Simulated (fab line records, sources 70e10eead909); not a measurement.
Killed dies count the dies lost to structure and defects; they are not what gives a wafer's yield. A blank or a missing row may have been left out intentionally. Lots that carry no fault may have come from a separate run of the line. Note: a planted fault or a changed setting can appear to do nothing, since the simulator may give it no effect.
Struck lot and sound lot, side by side + flow nand-harc + 14 steps out of a route of 1159
Sound: the wafers L732.3, L732.4, L732.6. Wafers L738.2, L738.3, L738.6 were the ones struck. The cause comes at the end.
Each step with rows lists, per side, the tool, then ch with its chambers, then its first start. Under that, the readings that differ: sound wafers + struck wafers + difference of the means + sigmas: that difference in standard deviations of wafers without a fault.
alike: readings with means less than 2 such deviations apart, plus words and numbers identical on both sides. not compared: withheld readings, readings lacking a value on some wafer, bounds such as >300 that could conceal the same value, and numbers that have no deviation in the record and whose values overlap.
The two part at a step that has a row with sigmas, a row that says differs or no value, or rows on one side only. Numbers that have no deviation but don't overlap get no sigmas and don't part them. A reading that every wafer of one side lacks parts them only if that side has two wafers or more.

NHARC_THIN_TSV_GRIND_00:
  sound on grinder-01 ch 0, day 21 20:08; struck on grinder-01 ch 0, day 23 02:24
  alike: motor-current-A
NHARC_THIN_TSV_CMP_01: polishes.
  sound on cmp-02 ch 2,3, day 21 20:57; struck on cmp-03 ch 0,2, day 23 03:26
  alike: motor-current-A
NHARC_THIN_TSV_THK_MEAS_02: measures by ir.
  sound on film-metro-02, day 21 21:13; struck on film-metro-01, day 23 03:41
| reading     | sound          | struck         | difference | sigmas |
|-------------|----------------|----------------|------------|--------|
| thk-nm (nm) | 2447 2742 2739 | 3003 3019 3288 | +461       | +2     |
then, 3 steps without rows for these wafers: NHARC_THIN_TSV_SRD_03; NHARC_THIN_TSV_PRECLEAN_41 (cleans in SC1); NHARC_THIN_TSV_SRD_42.
NHARC_THIN_TSV_DEP_43: deposits SiO2, target thk 1328.5 nm.
  sound on pecvd-03 ch 1,2, day 21 21:32; struck on pecvd-03 ch 1,2, day 23 03:55
  alike: showerhead-vpp-V, throttle-valve-pct
then, 5 steps without rows for these wafers: NHARC_THIN_TSV_DEHYDRATE_04 (time 120 s); NHARC_THIN_TSV_HMDS_05 (time 30 s); NHARC_THIN_TSV_COAT_06; NHARC_THIN_TSV_SOFTBAKE_07 (time 95 s); NHARC_THIN_TSV_EBR_08.
NHARC_THIN_TSV_EXPOSE_09: exposes mask TSV.
  struck on krf-scanner-03, day 23 04:29; sound on krf-scanner-03 ch 0, day 21 22:08
  no value came back on the struck wafers for exposure-dose-mJ-cm2, focus-offset-nm (nm), stage-vel-mm-s (mm/s); on the sound wafers exposure-dose-mJ-cm2 reads 30.753 30.712 30.737
  alike: mask
then, 1 step without rows for these wafers: NHARC_THIN_TSV_PEB_10 (peb time 85 s).

WHERE THEY PART
First at NHARC_THIN_TSV_THK_MEAS_02; last, within this record, at NHARC_THIN_TSV_EXPOSE_09.

WHY: what had been put in by the simulator
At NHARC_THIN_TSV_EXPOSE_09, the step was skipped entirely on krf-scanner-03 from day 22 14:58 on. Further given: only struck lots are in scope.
